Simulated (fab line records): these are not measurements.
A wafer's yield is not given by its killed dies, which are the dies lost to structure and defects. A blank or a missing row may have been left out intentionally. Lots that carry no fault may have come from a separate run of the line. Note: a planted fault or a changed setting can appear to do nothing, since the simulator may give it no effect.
A lot that was struck, set against a sound lot / flow nand harc / 14 steps out of a route of 1302
Sound: the wafers L949.1, L949.2, L949.3. Struck: wafers L958.2, L958.5, L958.6. The cause is given at the end.
Each step with rows lists, per side, the tool, then ch with its chambers, then its first start. Under that, the readings that differ: sound wafers / struck wafers / difference of the means / sigmas: that difference in standard deviations of wafers without a fault.
alike: readings with means less than 2 such deviations apart, plus words and numbers identical on both sides. not compared: withheld readings, readings lacking a value on some wafer, bounds such as >300 that could conceal the same value, and numbers that have no deviation in the record and whose values overlap.
A row with sigmas, a row that says differs or no value, or rows on one side alone: a step with any of these is where the two part. Non-overlapping numbers with no deviation appear without sigmas and do not part them. Lack of a reading on every wafer of one side parts them only where that side has two or more wafers.

first, 8 steps without rows for these wafers: NHARC_A_STAIRCASE_HMDS_177 (time 30 s); NHARC_A_STAIRCASE_COAT_178; NHARC_A_STAIRCASE_SOFTBAKE_179 (time 170 s); NHARC_A_STAIRCASE_EBR_180; NHARC_A_STAIRCASE_EXPOSE_181 (exposes mask STAIR 2); NHARC_A_STAIRCASE_PEB_182 (peb time 130 s); NHARC_A_STAIRCASE_DEVELOP_183 (time 140 s); NHARC_A_STAIRCASE_HARDBAKE_185 (time 140 s).
NHARC_A_STAIRCASE_DESCUM_186: chemistry O2, time 3 s.
  sound on rie diel-01 ch 1,2,3, day 18 18:31; struck on rie diel-07 ch 2,3, day 22 17:15
  alike: drypump motor current A, oes product au, rf vpp V, showerhead plenum p Torr, throttle valve pct
  not compared: rf hours counter h
NHARC_A_STAIRCASE_TRIM_187: chemistry O2, time 211.2 s.
  sound on rie diel-01 ch 1,2,3, day 18 18:37; struck on rie diel-07 ch 1,2, day 22 17:20
  alike: chamber pressure mTorr, drypump motor current A, oes product au, rf vpp V, showerhead plenum p Torr, throttle valve pct
  not compared: rf hours counter h
NHARC_A_STAIRCASE_ETCH_188: etches the open film in C4F8/O2, target depth 100 nm, time 40.5 s.
  sound on rie diel-01 ch 0,2,3; struck on rie diel-07 ch 0,1,3
  alike: bias w, oes product au, rf vpp V
  not compared: rf hours counter h
NHARC_A_STAIRCASE_TRIM_189: chemistry O2, time 211.2 s.
  sound on rie diel-01 ch 0,1,2, day 18 18:50; struck on rie diel-07 ch 0,3, day 22 17:35
  no value came back on the struck wafers for any of 8 readings (bias w (W), chamber pressure mTorr (mTorr) and others); on the sound wafers bias w (W) reads 0 0 0
NHARC_A_STAIRCASE_ETCH_190: etches the open film in C4F8/O2, target depth 100 nm, time 40.5 s.
  sound on rie diel-01 ch 0,1,2; struck on rie diel-07 ch 1,2
  alike: bias w, oes product au, rf vpp V
  not compared: rf hours counter h
-- jump in the record: it breaks off in module A_STAIRCASE and resumes in module END (first step shown: number 1302 of the route), and 8 days separate the struck wafers' starts before and after --
NHARC_END_SORT_01:
  at this point the record logs the struck wafers (prober-02 ch 0, day 31 02:17) and has no rows for the sound ones

## WHERE THEY PART
At NHARC_A_STAIRCASE_TRIM_189 first; at NHARC_END_SORT_01 last (within this record only).

WHY: what the simulator had put in
Entire step skipped (rie diel-07, NHARC_A_STAIRCASE_TRIM_189), from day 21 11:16 onward. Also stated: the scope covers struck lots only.
